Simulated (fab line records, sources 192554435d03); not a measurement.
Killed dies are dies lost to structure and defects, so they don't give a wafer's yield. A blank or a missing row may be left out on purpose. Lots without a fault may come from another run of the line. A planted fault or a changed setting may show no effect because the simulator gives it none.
Chamber matching | flow n5_finfet | N5_HKMG_FIN_ALD_75 on ald_hk-02: 4 sister chambers
The step deposits Al2O3, target thk 1 nm, co reactant pulse time 1 s. 8 wafers are shown with their chamber, then 8 later ones without.

WAFERS WITH THEIR CHAMBER
wafer  | chamber | heater_power_outer_w (W) | heater_power_w (W)
L076.5 | 3       | 78                       | 148
L078.1 | 2       | 58                       | 122
L078.2 | 3       | 78                       | 156
L083.2 | 2       | 59                       | 120
L086.3 | 0       | 81                       | 161
L086.5 | 1       | 87                       | 178
L086.6 | 0       | 82                       | 163
L087.2 | 1       | 87                       | 179

WAFERS WITHOUT THEIR CHAMBER
wafer  | heater_power_outer_w (W) | heater_power_w (W)
L087.4 | 80                       | 164
L087.5 | 79                       | 154
L088.2 | 89                       | 176
L088.3 | 78                       | 153
L088.6 | 78                       | 156
L094.3 | 86                       | 179
L094.4 | 81                       | 149
L094.6 | 80                       | 152

WHICH CHAMBER EACH WENT THROUGH
wafer  | from the rows above     | in truth
L087.4 | 0                       | 0
L087.5 | 3                       | 3
L088.2 | 1                       | 1
L088.3 | 3                       | 3
L088.6 | 3                       | 3
L094.3 | 1                       | 1
L094.4 | can't be placed: 0 or 3 | 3
L094.6 | can't be placed: 3 or 0 | 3
Placed correctly: 6 of 8. Can't be placed from these rows: 2 (the true chamber is among the candidates in 2). Placed wrongly: 0.
How it was worked out, from the rows above alone: a wafer's distance from a chamber is the root of the sum, over the readings, of the square of ((its reading less the chamber's mean) divided by the reading's scatter). The wafer belongs to the nearest chamber; if the next one is less than 2 further off, it can't be placed. A chamber's mean is the mean of its shown wafers. The scatter: the root of (the sum of the squares of (reading less its chamber's mean) over the shown wafers, divided by (wafers less chambers)).
